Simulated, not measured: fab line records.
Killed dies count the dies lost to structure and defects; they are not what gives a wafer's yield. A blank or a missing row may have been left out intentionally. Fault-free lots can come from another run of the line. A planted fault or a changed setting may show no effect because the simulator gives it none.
fab line records + flow n5-finfet
[record]
- lots = 5
- wafers = 15
- last-day = 17
route steps=1938 shown DUMMY_GATE@236 BEOL_M4@1111 PASSIVATION@1936
lots untouched by any fault: they come from a run of this same line in which no faults occurred
start-h: hours from the record's first day to the start of the lot's first wafer shown + wait-h: how many hours have passed since the lot's step before this one + " identical to the entry in the row above + L1.1+2: one row covering several wafers at once + - no value, or no start was given + * or withheld: withheld + < > ~ a bound
route shown NAME@n: NAME is a module with steps in the file, n the number in the route of the first one + usual: mean/standard deviation of fault-free wafers + same: alike in all rows + chamber/n: place in a boat + sites: each site's reading + _std_site: their standard deviation + _edge_site: inner sites' mean taken away from outer sites' mean + radius-mm: how far each site lies from the wafer's centre + mask NAME#n: copy n + behind: the last tool/chamber to shape the wafer + hold: why the lot went on hold/how many hours it stayed there/how the hold came to an end + device: which transistor (n, p or np) failed to switch + end of line: tests of these same wafers at the route's end + a step given without rows: its recipe and nothing more + killed: count of dies lost to structure and defects at first sort (not the wafer's yield) + map: a wafer's dies, marking killed ones x, the rest . and places with no die _
set.NAME: the setting that was run; set.NAME@STEP: the one run at that earlier step + model.NAME: the simulator's own value behind a step, which no gauge read
a table for each step, a row for each wafer; lots at some steps of the route
services: from which hour (start-h, from the record's first day; less than 0 if before it) a tool's chamber was out of use, for how many hours, and why
[[steps]]
[step N5_DUMMY_GATE_ETCH_36]
[recipe]
- chemistry = CF4
- target = SiARC
- target-depth-a = 130
- pressure-mtorr = 40
- source-w = 545
- bias-w = 36
- Ar_flow_sccm = 100
- cf4-flow-sccm = 100
- ion-energy-ev = 80
[step N5_DUMMY_GATE_ETCH_37]
[recipe]
- chemistry = N2/H2
- target = SOC
- target-depth-a = 600
- overetch-a = 300
- temp-c = 40
- ion-energy-ev = 200
- pressure-mtorr = 30
- source-w = 840
- bias-w = 150
- n2-flow-sccm = 200
- h2-flow-sccm = 200
[step N5_DUMMY_GATE_STRIP_38]
[recipe]
- chemistry = N2/H2
- temp-c = 40
- n2-flow-sccm = 200
- h2-flow-sccm = 200
- rf-frequency-hz = 6e+07
[step N5_DUMMY_GATE_STRIP_39]
[recipe]
- chemistry = N2/H2
- temp-c = 40
- n2-flow-sccm = 200
- h2-flow-sccm = 200
- rf-frequency-hz = 6e+07
[step N5_DUMMY_GATE_TRIM_49]
[recipe]
- chemistry = O2
- resist = SOC
- time-s = 29
- target-cd-nm = 14
- source-power-w = 300
- bias-power-w = 0
- O2_flow_sccm = 100
- temp-c = 20
[step N5_DUMMY_GATE_STRIP_40]
[recipe]
- chemistry = CF4
- resist = SiARC
- power-w = 300
- bias-power-w = 75
- pressure-mtorr = 50
- cf4-flow-sccm = 150
- rf-frequency-hz = 6e+07
[step N5_DUMMY_GATE_ETCH_31]
[recipe]
- chemistry = C4F6/O2
- target = SiO2
- mask-material = SOC
- target-depth-a = 825
- time-s = 27.5
- ion-energy-ev = 250
- pressure-mtorr = 30
- source-w = 345
- bias-w = 185
- Ar_flow_sccm = 300
- C4F6_flow_sccm = 10
- O2_flow_sccm = 10
[step N5_DUMMY_GATE_STRIP_41]
[recipe]
- chemistry = O2
- power-w = 400
- temp-c = 40
- pressure-mtorr = 30
- rf-frequency-hz = 6e+07
- bias-power-w = 0
- overash-fraction = 0.3
- o2-flow-sccm = 225
[step N5_DUMMY_GATE_HM_OPEN_21]
[recipe]
- chemistry = CH3F/O2
- target = SiNx
- target-depth-a = 1200
- Ar_flow_sccm = 150
- CH3F_flow_sccm = 30
- O2_flow_sccm = 23
- time-s = 171.4
- pressure-mtorr = 30
- source-w = 395
- bias-w = 73
- ion-energy-ev = 120.7
[step N5_DUMMY_GATE_ETCH_32]
[recipe]
- chemistry = CF4
- target = SiO2
- target-depth-a = 35
- time-s = 3.9
- ion-energy-ev = 350
- pressure-mtorr = 10
- icp-w = 800
- bias-w = 400
- cf4-flow-sccm = 80
[step N5_DUMMY_GATE_ETCH_23]
[recipe]
- chemistry = HBr/Cl2/O2
- HBr_flow_sccm = 150
- Cl2_flow_sccm = 80
- O2_flow_sccm = 12
- bias-w = 102
- target-depth-a = 410
- time-s = 22.3
- target = poly-Si
- mask-material = SiO2
- pressure-mtorr = 10
- icp-w = 800
[step N5_DUMMY_GATE_ETCH_44]
[recipe]
- chemistry = HBr/O2
- over-etch-frac = 0.7
- target-depth-a = 1275
- stop-on = SiO2
- ion-energy-ev = 60
- bias-w = 20
- target = poly-Si
- mask-material = SiO2
- pressure-mtorr = 20
- icp-w = 400
- HBr_flow_sccm = 120
- O2_flow_sccm = 10
[usual]
- HBr_flow_sccm = 120.0/0.32
- O2_flow_sccm = 9.999/0.029
- drypump-motor-current-A = 5.8/0.44
- oes-product-au = 0.725/0.013
- throttle-valve-pct = 18.40/0.2
| lot.wafer | tool      | chamber | start-h | wait-h | HBr_flow_sccm | O2_flow_sccm | drypump-motor-current-A | oes-product-au | rf-hours-counter-h | throttle-valve-pct | model.DUMMY_GATE.cd-nm |
|-----------|-----------|---------|---------|--------|---------------|--------------|-------------------------|----------------|--------------------|--------------------|------------------------|
| L122.3    | rie-si-06 | 1       | 119.00  | 0.0    | 119.4         | 10.013       | 5.7                     | 0.715          | 25                 | 18.21              | 14.4                   |
| L122.4    | "         | 3       | "       | "      | 120.0         | 10.038       | 5.1                     | 0.699          | 122                | 18.52              | 14.8                   |
| L122.5    | "         | 1       | "       | "      | 120.4         | 9.973        | 5.8                     | 0.728          | -                  | 18.22              | 14.6                   |
| L129.1    | rie-si-06 | 1       | 154.74  | 0.0    | -             | -            | -                       | -              | -                  | -                  | 13.8                   |
| L129.5    | "         | 3       | "       | "      | -             | -            | -                       | -              | -                  | -                  | 14.4                   |
| L129.6    | "         | 2       | "       | "      | -             | -            | -                       | -              | -                  | -                  | 13.8                   |
| L130.3    | rie-si-06 | 3       | 162.58  | 0.0    | -             | -            | -                       | -              | -                  | -                  | 13.8                   |
| L130.4    | "         | 2       | "       | "      | -             | -            | -                       | -              | -                  | -                  | 14.4                   |
| L130.6    | "         | 0       | "       | "      | -             | -            | -                       | -              | -                  | -                  | 13.8                   |
| L131.2    | rie-si-06 | 3       | 165.67  | 0.0    | -             | -            | -                       | -              | -                  | -                  | 14.4                   |
| L131.3    | "         | 0       | "       | "      | -             | -            | -                       | -              | -                  | -                  | 14.4                   |
| L131.4    | "         | 1       | "       | "      | -             | -            | -                       | -              | -                  | -                  | 13.8                   |
| L134.1    | rie-si-06 | 2       | 187.28  | 0.0    | 119.8         | 10.017       | 6.3                     | 0.744          | 167                | 18.64              | 15                     |
| L134.3    | "         | 3       | "       | "      | 119.8         | 9.963        | 5.1                     | 0.709          | 123                | 18.52              | 14.4                   |
| L134.6    | "         | 2       | "       | "      | 119.6         | 9.965        | 6.3                     | 0.755          | -                  | 18.65              | 14.8                   |
[step N5_DUMMY_GATE_ETCH_42]
[recipe]
- chemistry = CHF3/O2
- target = SiO2
- target-depth-a = 35
- time-s = 31
- ion-energy-ev = 30
- bias-w = 12
- pressure-mtorr = 30
- source-w = 600
- Ar_flow_sccm = 200
- CHF3_flow_sccm = 50
- O2_flow_sccm = 5
[usual]
- CHF3_flow_sccm = 49.97/0.15
- O2_flow_sccm = 4.999/0.014
- drypump-motor-current-A = 5.2/0.48
- oes_ar_750_au = 0.78/0.093
- oes-product-au = 0.77/0.097
- rf-vpp-V = 42.5/1.2
- showerhead-plenum-p-Torr = 2.39/0.083
- throttle-valve-pct = 18.80/0.23
[same]
- time-s = 31
| lot.wafer | tool        | chamber | start-h | wait-h | CHF3_flow_sccm | O2_flow_sccm | drypump-motor-current-A | oes_ar_750_au | oes-product-au | rf-hours-counter-h | rf-vpp-V | showerhead-plenum-p-Torr | throttle-valve-pct | model.DUMMY_GATE.cd-nm |
|-----------|-------------|---------|---------|--------|----------------|--------------|-------------------------|---------------|----------------|--------------------|----------|--------------------------|--------------------|------------------------|
| L122.3    | rie-diel-06 | 2       | 119.16  | 0.0    | 50.05          | 5.000        | 4.6                     | 0.70          | 0.70           | 237                | 43.1     | 2.28                     | 19.06              | 14.4                   |
| L122.4    | "           | 1       | "       | "      | 50.17          | 4.999        | 5.8                     | 0.99          | 1.00           | 1                  | 41.4     | 2.37                     | 18.62              | 14.8                   |
| L122.5    | "           | 3       | "       | "      | 49.98          | 4.962        | 4.8                     | 0.72          | 0.71           | -                  | 44.5     | 2.48                     | 18.75              | 14.6                   |
| L129.1    | rie-diel-06 | 2       | 154.90  | 0.0    | 49.92          | 5.015        | 4.7                     | 0.69          | 0.69           | 248                | 41.2     | 2.28                     | 19.09              | 14                     |
| L129.5    | "           | 2       | "       | "      | 49.99          | 4.986        | 4.7                     | 0.69          | 0.69           | -                  | 44.4     | 2.28                     | 19.08              | 14.6                   |
| L129.6    | "           | 1       | "       | "      | 49.97          | 5.004        | 5.8                     | 0.94          | 0.94           | -                  | 41.8     | 2.37                     | 18.61              | 13.8                   |
| L130.3    | rie-diel-04 | 3       | 162.75  | 0.1    | 50.25          | 5.015        | 5.9                     | 0.71          | 0.72           | 203                | 43.0     | 2.49                     | 19.29              | 14                     |
| L130.4    | "           | 1       | "       | "      | 50.01          | 5.013        | 5.4                     | 0.75          | 0.75           | 152                | 40.5     | 2.39                     | 18.62              | 14.4                   |
| L130.6    | "           | 3       | "       | "      | 50.15          | 5.023        | 5.8                     | 0.71          | 0.72           | -                  | 44.3     | 2.49                     | 19.30              | 13.6                   |
| L131.2    | rie-diel-06 | 1       | 165.83  | 0.0    | 49.94          | 4.984        | 5.8                     | 0.93          | 0.93           | 15                 | 41.1     | 2.37                     | 18.64              | 14.4                   |
| L131.3    | "           | 3       | "       | "      | 50.13          | 4.985        | 4.8                     | 0.72          | 0.71           | 208                | 43.5     | 2.48                     | 18.79              | 14.2                   |
| L131.4    | "           | 3       | "       | "      | 50.25          | 4.983        | 4.8                     | 0.72          | 0.71           | -                  | 44.4     | 2.48                     | 18.80              | 14                     |
| L134.1    | rie-diel-06 | 0       | 187.44  | 0.0    | 50.27          | 5.016        | 4.8                     | 0.74          | 0.74           | 199                | 42.1     | 2.29                     | 18.95              | 15                     |
| L134.3    | "           | 1       | "       | "      | 50.04          | 4.991        | 5.8                     | 0.91          | 0.91           | 22                 | 41.7     | 2.36                     | 18.64              | 14.4                   |
| L134.6    | "           | 3       | "       | "      | 50.04          | 4.997        | 4.8                     | 0.71          | 0.70           | -                  | 43.5     | 2.47                     | 18.80              | 15                     |
[step N5_DUMMY_GATE_STRIP_48]
[recipe]
- chemistry = N2/H2
- time-s = 20
- power-w = 100
- temp-c = 40
- pressure-mtorr = 100
- rf-frequency-hz = 6e+07
- bias-power-w = 3
- n2-flow-sccm = 300
- h2-flow-sccm = 300
[step N5_BEOL_M4_RC_MEAS_101]
[usual]
- DIBL_N = 36.9/1.6
- DIBL_P = 37.1/2
- IOFF_N = 0.17/0.032
- IOFF_P = 0.22/0.036
- ION_N = 674/12
- ION_P = 463/7.8
- SS_N = 71.7/0.63
- SS_P = 73.5/0.62
- VT_N = 249/3.3
- VT_P = -250/3.5
| lot.wafer | tool      | chamber | start-h | wait-h | DIBL_N[mV/V] | DIBL_P[mV/V] | IOFF_N[nA/um] | IOFF_P[nA/um] | ION_N[uA/um] | ION_P[uA/um] | SS_N[mV/dec] | SS_P[mV/dec] | VT_N[mV] | VT_P[mV] |
|-----------|-----------|---------|---------|--------|--------------|--------------|---------------|---------------|--------------|--------------|--------------|--------------|----------|----------|
| L122.3    | prober-02 | 0       | 240.48  | 0.3    | 41.2         | 39.6         | 0.22          | 0.23          | 674          | 461          | 72.6         | 74.1         | 248      | -253     |
| L122.4    | "         | 0       | "       | "      | 38.2         | 36.8         | 0.14          | 0.18          | 659          | 447          | 72.0         | 74.3         | 253      | -256     |
| L122.5    | "         | 0       | "       | "      | 39.8         | 39.5         | 0.19          | 0.23          | 673          | 456          | 72.3         | 74.1         | 247      | -250     |
| L134.1    | prober-01 | 0       | 309.93  | 0.0    | 36.5         | 37.0         | 0.16          | 0.23          | 683          | 469          | 71.9         | 73.0         | 248      | -246     |
| L134.3    | "         | 0       | "       | "      | 36.5         | 38.3         | 0.15          | 0.25          | 669          | 463          | 71.4         | 73.4         | 252      | -245     |
| L134.6    | "         | 0       | "       | "      | 36.6         | 37.2         | 0.16          | 0.24          | 675          | 467          | 71.7         | 73.4         | 249      | -248     |
[step N5_PASSIVATION_PROBE_49]
[usual]
- defect-limited-yield = 90.9/1.6
- killed_at_M0_to_M3 = 34/11
- killed_at_M4_up = 14/5.7
- killed-at-contacts = 13/6.5
- killed-at-front-end = 43/11
- killed-at-other = 4/3.1
- killed-dies = 107/19
- killed-on-rim = 14/3.9
- killed-open = 71/14
- killed-short = 35/7.9
- sort_bin_5_function = 5.3/1.1
- sort_bin_6_memory = 3.4/0.74
- sort-n-pass = 1073/19
- sort-yield-pct = 90.9/1.6
[same]
- gross-dies = 1180
- killed-at-back-side = 0
- sort_bin_4_leakage[%] = 0
- sort_bin_8_speed[%] = 0
| lot.wafer | tool      | chamber | start-h | wait-h | defect-limited-yield[%] | killed_at_M0_to_M3 | killed_at_M4_up | killed-at-contacts | killed-at-front-end | killed-at-other | killed-dies | killed-on-rim | killed-open | killed-short | sort_bin_5_function[%] | sort_bin_6_memory[%] | sort-n-pass | sort-yield-pct[%] |
|-----------|-----------|---------|---------|--------|-------------------------|--------------------|-----------------|--------------------|---------------------|-----------------|-------------|---------------|-------------|--------------|------------------------|----------------------|-------------|-------------------|
| L122.3    | prober-01 | -       | 348.03  | 0.4    | 88.9                    | 34                 | 17              | 30                 | 48                  | 2               | 131         | 18            | 96          | 35           | 5.9                    | 4.7                  | 1049        | 88.9              |
| L122.4    | prober-01 | -       | 348.08  | 0.5    | 92.2                    | 24                 | 11              | 12                 | 44                  | 1               | 92          | 15            | 62          | 29           | 5.1                    | 2.6                  | 1088        | 92.2              |
| L122.5    | prober-01 | -       | 348.13  | 0.5    | 90.3                    | 42                 | 15              | 20                 | 35                  | 2               | 114         | 16            | 78          | 36           | 6.3                    | 2.7                  | 1066        | 90.3              |
| L129.1    | prober-02 | -       | 370.52  | 0.0    | 0                       | 23                 | 12              | 9                  | 1135                | 1               | 1180        | 152           | 37          | 23           | 97.5                   | 1.9                  | 0           | 0                 |
| L129.5    | prober-02 | -       | 370.72  | 0.2    | 0                       | 32                 | 19              | 5                  | 1124                | 0               | 1180        | 152           | 56          | 28           | 97.7                   | 2.2                  | 0           | 0                 |
| L129.6    | prober-02 | -       | 370.77  | 0.3    | 0                       | 35                 | 9               | 14                 | 1121                | 1               | 1180        | 152           | 66          | 23           | 96.2                   | 3.6                  | 0           | 0                 |
| L130.3    | prober-02 | -       | 375.43  | 0.1    | 0                       | 26                 | 22              | 2                  | 1120                | 10              | 1180        | 152           | 67          | 33           | 96.2                   | 3.5                  | 0           | 0                 |
| L130.4    | prober-02 | -       | 375.48  | 0.2    | 0                       | 27                 | 7               | 17                 | 1127                | 2               | 1180        | 152           | 62          | 25           | 97.1                   | 2.7                  | 0           | 0                 |
| L130.6    | prober-02 | -       | 375.58  | 0.3    | 0                       | 37                 | 14              | 4                  | 1119                | 6               | 1180        | 152           | 68          | 34           | 95.6                   | 4.4                  | 0           | 0                 |
| L131.2    | prober-01 | -       | 392.67  | 0.1    | 0                       | 44                 | 16              | 10                 | 1100                | 10              | 1180        | 152           | 97          | 47           | 95.3                   | 4.6                  | 0           | 0                 |
| L131.3    | prober-01 | -       | 392.72  | 0.1    | 0                       | 20                 | 8               | 8                  | 1137                | 7               | 1180        | 152           | 60          | 34           | 97.4                   | 2.3                  | 0           | 0                 |
| L131.4    | prober-01 | -       | 392.77  | 0.2    | 0                       | 45                 | 32              | 8                  | 1091                | 4               | 1180        | 152           | 83          | 43           | 95.8                   | 4.1                  | 0           | 0                 |
| L134.1    | prober-01 | -       | 411.38  | 0.0    | 91.0                    | 29                 | 9               | 8                  | 53                  | 7               | 106         | 10            | 70          | 36           | 4.8                    | 3.6                  | 1074        | 91.0              |
| L134.3    | prober-01 | -       | 411.48  | 0.1    | 94.4                    | 31                 | 7               | 5                  | 19                  | 4               | 66          | 4             | 38          | 27           | 2.8                    | 2.6                  | 1114        | 94.4              |
| L134.6    | prober-01 | -       | 411.63  | 0.3    | 91.9                    | 23                 | 11              | 9                  | 47                  | 6               | 96          | 18            | 54          | 42           | 4.3                    | 3.4                  | 1084        | 91.9              |
// killed by level:class
L122.3 MOL_CONTACT_COAG:geometric-particle:open=25 FIN_SAQP:geometric-particle:open=12 BEOL_M2:geometric-particle:open=11 STI_FIN_REVEAL:geometric-particle:open=10 BEOL_M1:geometric-particle:open=8 STI_FIN_REVEAL:geometric-particle:short=5 MOL_CONTACT_COAG:geometric-particle:short=5 STARTING-WAFER:geometric-particle:open=5
L122.4 STI_FIN_REVEAL:geometric-particle:open=10 MOL_CONTACT_COAG:geometric-particle:open=10 DUMMY_GATE:geometric-particle:open=7 BEOL_M0_SAQP:geometric-particle:short=7 BEOL_M4:geometric-particle:open=6 FIN_SAQP:geometric-particle:open=5 ILD0:geometric-particle:open=5 BEOL_M2:geometric-particle:open=4
L122.5 MOL_CONTACT_COAG:geometric-particle:open=17 BEOL_M0:geometric-particle:open=10 FIN_SAQP:geometric-particle:short=9 BEOL_M2:geometric-particle:open=9 BEOL_M4:geometric-particle:open=7 BEOL_M1:geometric-particle:short=6 STI_FIN_REVEAL:geometric-particle:open=6 STARTING-WAFER:geometric-particle:open=4
L129.1 DUMMY_GATE:area-etch=1119 BEOL_M0_SAQP:geometric-particle:short=7 MOL_CONTACT_COAG:geometric-particle:open=7 STI_FIN_REVEAL:geometric-particle:open=6 BEOL_M0_SAQP:geometric-particle:open=6 BEOL_M2:geometric-particle:open=3 BEOL_M4:geometric-particle:short=3 BEOL_M4:geometric-particle:open=3
L129.5 DUMMY_GATE:area-etch=1094 BEOL_M0_SAQP:geometric-particle:open=11 BEOL_M0_SAQP:geometric-particle:short=9 STI_FIN_REVEAL:geometric-particle:open=8 BEOL_M4:geometric-particle:open=7 STARTING-WAFER:geometric-particle:open=6 BEOL_M11:geometric-particle:open=4 DUMMY_GATE:geometric-particle:open=3
L129.6 DUMMY_GATE:area-etch=1091 MOL_CONTACT_COAG:geometric-particle:open=14 STI_FIN_REVEAL:geometric-particle:open=13 BEOL_M0_SAQP:geometric-particle:short=10 BEOL_M0_SAQP:geometric-particle:open=8 BEOL_M3:geometric-particle:open=7 BEOL_M2:geometric-particle:open=5 DUMMY_GATE:geometric-particle:open=4
L130.3 DUMMY_GATE:area-etch=1080 BEOL_M2:geometric-particle:open=9 STI_FIN_REVEAL:geometric-particle:open=8 BEOL_M4:geometric-particle:open=7 BEOL_M5:geometric-particle:open=7 FIN_SAQP:geometric-particle:short=5 BEOL_M0_SAQP:geometric-particle:open=5 DUMMY_GATE:geometric-particle:open=4
L130.4 DUMMY_GATE:area-etch=1093 MOL_CONTACT_COAG:geometric-particle:open=13 FIN_SAQP:geometric-particle:open=9 BEOL_M3:geometric-particle:open=8 BEOL_M0_SAQP:geometric-particle:short=7 BEOL_M0_SAQP:geometric-particle:open=7 FIN_SAQP:geometric-particle:short=6 STI_FIN_REVEAL:geometric-particle:open=6
L130.6 DUMMY_GATE:area-etch=1076 BEOL_M3:geometric-particle:open=16 STI_FIN_REVEAL:geometric-particle:open=11 DUMMY_GATE:geometric-particle:open=7 BEOL_M3:geometric-particle:short=5 FIN_SAQP:geometric-particle:short=4 MOL_CONTACT_COAG:geometric-particle:open=4 BEOL_M4:geometric-particle:open=4
L131.2 DUMMY_GATE:area-etch=1035 FIN_SAQP:geometric-particle:open=22 FIN_SAQP:geometric-particle:short=16 BEOL_M0_SAQP:geometric-particle:open=12 BEOL_M0_SAQP:geometric-particle:short=12 MOL_CONTACT_COAG:geometric-particle:open=9 BEOL_M4:geometric-particle:open=8 ILD0:geometric-particle:open=6
L131.3 DUMMY_GATE:area-etch=1085 STI_FIN_REVEAL:geometric-particle:open=9 FIN_SAQP:geometric-particle:open=8 FIN_SAQP:geometric-particle:short=6 ILD0:geometric-particle:open=5 MOL_CONTACT_COAG:geometric-particle:open=5 BEOL_M0:geometric-particle:open=5 BEOL_M1:geometric-particle:open=4
L131.4 DUMMY_GATE:area-etch=1053 BEOL_M4:geometric-particle:open=14 BEOL_M0_SAQP:geometric-particle:open=13 FIN_SAQP:geometric-particle:open=12 BEOL_M0_SAQP:geometric-particle:short=11 FIN_SAQP:geometric-particle:short=8 BEOL_M1:geometric-particle:open=6 BEOL_M2:geometric-particle:open=6
L134.1 FIN_SAQP:geometric-particle:open=13 GATE_CUT:geometric-particle:short=10 BEOL_M2:geometric-particle:open=8 BEOL_M1:geometric-particle:open=7 FIN_SAQP:geometric-particle:short=6 STI_FIN_REVEAL:geometric-particle:open=6 MOL_CONTACT_COAG:geometric-particle:open=6 GATE_CUT:geometric-particle:open=5
L134.3 BEOL_M2:geometric-particle:open=8 BEOL_M0_SAQP:geometric-particle:short=6 MOL_CONTACT_COAG:geometric-particle:open=4 BEOL_M0_SAQP:geometric-particle:open=4 BEOL_M3:geometric-particle:open=4 PASS1_CAP:geometric-particle:open=4 FIN_SAQP:geometric-particle:open=3 FIN_SAQP:geometric-particle:short=3
L134.6 BEOL_M2:geometric-particle:open=7 FIN_SAQP:geometric-particle:short=6 ILD0:geometric-particle:short=6 GATE_CUT:geometric-particle:short=6 MOL_CONTACT_COAG:geometric-particle:open=6 GATE_CUT:geometric-particle:open=5 BEOL_M0_SAQP:geometric-particle:open=5 FIN_SAQP:geometric-particle:open=4
// map L129.1 (x killed, . not)
_________________xxxxxxxxxxxx________________
______________xxxxxxxxxxxxxxxxxx_____________
___________xxxxxxxxxxxxxxxxxxxxxxxx__________
__________xxxxxxxxxxxxxxxxxxxxxxxxxx_________
________xxxxxxxxxxxxxxxxxxxxxxxxxxxxxx_______
_______xxxxxxxxxxxxxxxxxxxxxxxxxxxxxxxx______
______xxxxxxxxxxxxxxxxxxxxxxxxxxxxxxxxxx_____
_____xxxxxxxxxxxxxxxxxxxxxxxxxxxxxxxxxxxx____
____xxxxxxxxxxxxxxxxxxxxxxxxxxxxxxxxxxxxxx___
___xxxxxxxxxxxxxxxxxxxxxxxxxxxxxxxxxxxxxxxx__
___xxxxxxxxxxxxxxxxxxxxxxxxxxxxxxxxxxxxxxxx__
__xxxxxxxxxxxxxxxxxxxxxxxxxxxxxxxxxxxxxxxxxx_
__xxxxxxxxxxxxxxxxxxxxxxxxxxxxxxxxxxxxxxxxxx_
_xxxxxxxxxxxxxxxxxxxxxxxxxxxxxxxxxxxxxxxxxxxx
_xxxxxxxxxxxxxxxxxxxxxxxxxxxxxxxxxxxxxxxxxxxx
_xxxxxxxxxxxxxxxxxxxxxxxxxxxxxxxxxxxxxxxxxxxx
_xxxxxxxxxxxxxxxxxxxxxxxxxxxxxxxxxxxxxxxxxxxx
_xxxxxxxxxxxxxxxxxxxxxxxxxxxxxxxxxxxxxxxxxxxx
_xxxxxxxxxxxxxxxxxxxxxxxxxxxxxxxxxxxxxxxxxxxx
_xxxxxxxxxxxxxxxxxxxxxxxxxxxxxxxxxxxxxxxxxxxx
_xxxxxxxxxxxxxxxxxxxxxxxxxxxxxxxxxxxxxxxxxxxx
__xxxxxxxxxxxxxxxxxxxxxxxxxxxxxxxxxxxxxxxxxx_
__xxxxxxxxxxxxxxxxxxxxxxxxxxxxxxxxxxxxxxxxxx_
___xxxxxxxxxxxxxxxxxxxxxxxxxxxxxxxxxxxxxxxx__
___xxxxxxxxxxxxxxxxxxxxxxxxxxxxxxxxxxxxxxxx__
____xxxxxxxxxxxxxxxxxxxxxxxxxxxxxxxxxxxxxx___
_____xxxxxxxxxxxxxxxxxxxxxxxxxxxxxxxxxxxx____
______xxxxxxxxxxxxxxxxxxxxxxxxxxxxxxxxxx_____
_______xxxxxxxxxxxxxxxxxxxxxxxxxxxxxxxx______
________xxxxxxxxxxxxxxxxxxxxxxxxxxxxxx_______
__________xxxxxxxxxxxxxxxxxxxxxxxxxx_________
___________xxxxxxxxxxxxxxxxxxxxxxxx__________
______________xxxxxxxxxxxxxxxxxx_____________
_________________xxxxxxxxxxxx________________
// map L130.3 (x killed, . not)
_________________xxxxxxxxxxxx________________
______________xxxxxxxxxxxxxxxxxx_____________
___________xxxxxxxxxxxxxxxxxxxxxxxx__________
__________xxxxxxxxxxxxxxxxxxxxxxxxxx_________
________xxxxxxxxxxxxxxxxxxxxxxxxxxxxxx_______
_______xxxxxxxxxxxxxxxxxxxxxxxxxxxxxxxx______
______xxxxxxxxxxxxxxxxxxxxxxxxxxxxxxxxxx_____
_____xxxxxxxxxxxxxxxxxxxxxxxxxxxxxxxxxxxx____
____xxxxxxxxxxxxxxxxxxxxxxxxxxxxxxxxxxxxxx___
___xxxxxxxxxxxxxxxxxxxxxxxxxxxxxxxxxxxxxxxx__
___xxxxxxxxxxxxxxxxxxxxxxxxxxxxxxxxxxxxxxxx__
__xxxxxxxxxxxxxxxxxxxxxxxxxxxxxxxxxxxxxxxxxx_
__xxxxxxxxxxxxxxxxxxxxxxxxxxxxxxxxxxxxxxxxxx_
_xxxxxxxxxxxxxxxxxxxxxxxxxxxxxxxxxxxxxxxxxxxx
_xxxxxxxxxxxxxxxxxxxxxxxxxxxxxxxxxxxxxxxxxxxx
_xxxxxxxxxxxxxxxxxxxxxxxxxxxxxxxxxxxxxxxxxxxx
_xxxxxxxxxxxxxxxxxxxxxxxxxxxxxxxxxxxxxxxxxxxx
_xxxxxxxxxxxxxxxxxxxxxxxxxxxxxxxxxxxxxxxxxxxx
_xxxxxxxxxxxxxxxxxxxxxxxxxxxxxxxxxxxxxxxxxxxx
_xxxxxxxxxxxxxxxxxxxxxxxxxxxxxxxxxxxxxxxxxxxx
_xxxxxxxxxxxxxxxxxxxxxxxxxxxxxxxxxxxxxxxxxxxx
__xxxxxxxxxxxxxxxxxxxxxxxxxxxxxxxxxxxxxxxxxx_
__xxxxxxxxxxxxxxxxxxxxxxxxxxxxxxxxxxxxxxxxxx_
___xxxxxxxxxxxxxxxxxxxxxxxxxxxxxxxxxxxxxxxx__
___xxxxxxxxxxxxxxxxxxxxxxxxxxxxxxxxxxxxxxxx__
____xxxxxxxxxxxxxxxxxxxxxxxxxxxxxxxxxxxxxx___
_____xxxxxxxxxxxxxxxxxxxxxxxxxxxxxxxxxxxx____
______xxxxxxxxxxxxxxxxxxxxxxxxxxxxxxxxxx_____
_______xxxxxxxxxxxxxxxxxxxxxxxxxxxxxxxx______
________xxxxxxxxxxxxxxxxxxxxxxxxxxxxxx_______
__________xxxxxxxxxxxxxxxxxxxxxxxxxx_________
___________xxxxxxxxxxxxxxxxxxxxxxxx__________
______________xxxxxxxxxxxxxxxxxx_____________
_________________xxxxxxxxxxxx________________
[[services]]
| tool        | chamber | start-h | hours | kind                          |
|-------------|---------|---------|-------|-------------------------------|
| rie-diel-06 | 1       | 102.57  | -     | clean                         |
| rie-diel-06 | 1       | 102.57  | -     | consumable-replace:focus-ring |
| rie-diel-06 | 1       | 102.57  | 14.9  | scheduled-down                |
| rie-diel-06 | 1       | 102.57  | 14.9  | vent-cycle                    |
| rie-diel-04 | 0       | 102.72  | 19.0  | repair                        |
| rie-si-06   | -       | 137.06  | 0.6   | repair                        |
| rie-diel-06 | 2       | 164.59  | -     | clean                         |
| rie-diel-06 | 2       | 164.59  | -     | consumable-replace:focus-ring |
| rie-diel-06 | 2       | 164.59  | -     | consumable-replace:showerhead |
| rie-diel-06 | 2       | 164.59  | 32.4  | scheduled-down                |
| rie-diel-06 | 2       | 164.59  | 32.4  | vent-cycle                    |
[[key]]
[first-sign]
- step = N5_DUMMY_GATE_ETCH_44
- reading = tool-record
- direction = missing
[effect]
- step = N5_PASSIVATION_PROBE_49
- reading = killed-at-front-end
- direction = up
- sigmas = 97
- usual = 43
- struck = 1119
[model-effect]
- step = N5_DUMMY_GATE_ETCH_44
- value = DUMMY_GATE.cd-nm
- without = 15.07
- struck = 14.07
[model-effect]
- step = N5_DUMMY_GATE_ETCH_42
- value = DUMMY_GATE.cd-nm
- without = 15.04
- struck = 14.11
[more-kills-born-at]
- N5_DUMMY_GATE_ETCH_44@rie-si-06 = 9724
met-at N5_DUMMY_GATE_ETCH_44
struck-wafers L129.1,L129.5,L129.6,L130.3,L130.4,L130.6,L131.2,L131.3,L131.4
later-rows-left-out L129.1,L129.5,L129.6,L130.3,L130.4,L130.6,L131.2,L131.3,L131.4
onset-between 119.00 154.74
[fault]
- kind = skipped-step-whole
- tool = rie-si-06
- chamber = -
- onset-h = 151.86
- steps = N5_DUMMY_GATE_ETCH_44
- scope = struck-lots-only
// later-rows-left-out: the simulator's readings of these wafers behind a module that went badly wrong aren't trusted and aren't shown, but for the sort
